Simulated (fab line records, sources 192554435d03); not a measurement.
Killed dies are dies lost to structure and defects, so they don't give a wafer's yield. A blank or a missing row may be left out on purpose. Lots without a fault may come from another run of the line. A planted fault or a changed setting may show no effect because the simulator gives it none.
One fault seen from 3 desks | flow n5_finfet | each desk has only its own numbers; what lay behind them comes last

THE DEFECT DESK
What the inspections along the route counted, lot by lot: means of the sampled wafers that have a number. A lot is out of limits, marked OUT, if its mean lies more than 4 standard deviations from the usual mean; the brackets give that distance.
Columns: A = raw_defect_count at N5_MOL_CONTACT_COAG_INSPECT_97, usual 42
lot  | first seen here | A
L829 | day 5 23:07     | 34
L833 | day 6 20:10     | 37
L834 | day 7 01:55     | 56
L835 | day 7 09:10     | 38
L839 | day 8 10:29     | 50
L840 | day 8 17:40     | 36
L843 | day 9 09:06     | 62
L845 | day 9 22:08     | 30
L846 | day 10 01:16    | 48
L847 | day 10 06:06    | 43
This desk's finding: nothing out of limits on any of the 10 lots.

THE METROLOGY DESK
What the gauges read, lot by lot, whatever tool the lot ran on: means of the sampled wafers that have a number. A lot is out of limits, marked OUT, if its mean lies more than 4 standard deviations from the usual mean; the brackets give that distance. Of its 10 readings 7 are shown: those that lie furthest out on some lot.
Columns: A = DIBL_N at N5_BEOL_M4_RC_MEAS_101, usual 36.3 mV/V; B = DIBL_P at N5_BEOL_M4_RC_MEAS_101, usual 36.3 mV/V; C = IOFF_N at N5_BEOL_M4_RC_MEAS_101, usual 0.155 nA/um; D = IOFF_P at N5_BEOL_M4_RC_MEAS_101, usual 0.211 nA/um; E = ION_N at N5_BEOL_M4_RC_MEAS_101, usual 672 uA/um; F = ION_P at N5_BEOL_M4_RC_MEAS_101, usual 462 uA/um; G = VT_N at N5_BEOL_M4_RC_MEAS_101, usual 249.9 mV
lot  | first seen here | A    | B    | C     | D     | E   | F   | G
L829 | day 10 12:52    | 35.4 | 36.1 | 0.146 | 0.175 | 670 | 454 | 249.8
L839 | day 14 23:47    | 35.6 | 34.6 | 0.153 | 0.197 | 666 | 456 | 249.0
L840 | day 15 10:38    | 36.3 | 36.5 | 0.138 | 0.231 | 659 | 458 | 253.6
L843 | day 15 15:35    | 35.3 | 36.5 | 0.141 | 0.200 | 664 | 459 | 252.7
L845 | day 17 01:21    | 37.6 | 36.2 | 0.160 | 0.215 | 675 | 461 | 249.6
L847 | day 17 06:04    | 37.9 | 38.2 | 0.183 | 0.249 | 684 | 472 | 246.4
L846 | day 17 07:20    | 36.5 | 36.6 | 0.157 | 0.212 | 675 | 466 | 249.4
This desk's finding: nothing out of limits on any of the 7 lots.

THE TOOL OWNER'S DESK: pvd_sputter-02
The tool's own readings at N5_BEOL_M0_SAQP_HM_DEP_02 (deposits TiN, target thk 12 nm): means of the sampled wafers that have a number, for each lot that ran on this tool. A lot is out of limits, marked OUT, if its mean lies more than 4 standard deviations from the usual mean; the brackets give that distance.
Columns: A = chamber_pressure_pa at N5_BEOL_M0_SAQP_HM_DEP_02, usual 0.5000 Pa; B = substrate_temp_c at N5_BEOL_M0_SAQP_HM_DEP_02, usual 25.02 C; C = throttle_valve_pct at N5_BEOL_M0_SAQP_HM_DEP_02, usual 29.5 %
lot  | first seen here | A      | B     | C
L829 | day 6 01:40     | 0.4998 | 25.02 | 30.0
L846 | day 10 01:59    | 0.4997 | 25.02 | 30.0
L847 | day 10 06:44    | 0.5002 | 24.95 | 30.8
This desk's finding: nothing out of limits on any of the 3 lots.

PUT TOGETHER
The defect desk saw nothing out of limits.
The metrology desk saw nothing out of limits.
The tool owner's desk saw nothing out of limits.

WHAT THE SIMULATOR HAD PUT IN
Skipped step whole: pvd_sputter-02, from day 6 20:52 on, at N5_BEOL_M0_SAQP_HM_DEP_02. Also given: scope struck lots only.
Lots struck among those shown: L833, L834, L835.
